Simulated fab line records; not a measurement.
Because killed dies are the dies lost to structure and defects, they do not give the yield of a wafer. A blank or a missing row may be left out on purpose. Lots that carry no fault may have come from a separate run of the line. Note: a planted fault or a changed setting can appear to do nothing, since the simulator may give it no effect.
Matching of chambers | flow n5_finfet | N5_BEOL_M12_DESCUM_33 on rie_diel-01 has 4 sister chambers
The step chemistry O2, time 7.9 s. 4 wafers are shown with their chamber, then 8 later ones without.

## WAFERS PAIRED WITH THEIR CHAMBERS
wafer  | chamber | drypump_motor_current_A (A)
L084.3 | 0       | 6.2
L084.4 | 3       | 5.1
L089.5 | 2       | 5.4
L076.3 | 1       | 6.4

## WAFERS WITHOUT THEIR CHAMBER
wafer  | drypump_motor_current_A (A)
L076.4 | 6.2
L076.6 | 6.4
L095.2 | 6.4
L095.5 | 5.4
L095.6 | 5.1
L094.1 | 6.2
L094.3 | 5.1
L094.4 | 6.5

## EACH ONE'S CHAMBER
wafer  | from the rows above | in truth
L076.4 | 0                   | 0
L076.6 | 1                   | 1
L095.2 | 1                   | 1
L095.5 | 2                   | 2
L095.6 | 3                   | 3
L094.1 | 0                   | 0
L094.3 | 3                   | 3
L094.4 | 1                   | 1
Correctly placed: 8 of 8. From these rows, 0 cannot be placed. Placed wrongly: 0.
How it was worked out, from the rows above alone: a wafer's distance from a chamber is the root of the sum, over the readings, of the square of ((its reading less the chamber's mean) divided by the reading's scatter). If the next closest chamber is less than 2 further off than the closest, the wafer can't be placed; otherwise it belongs to the closest. The mean given for a chamber averages the wafers shown for that chamber. The scatter (one wafer shown for each chamber): square how far every hidden wafer sits from the nearest shown wafer, average those squares and take the square root.
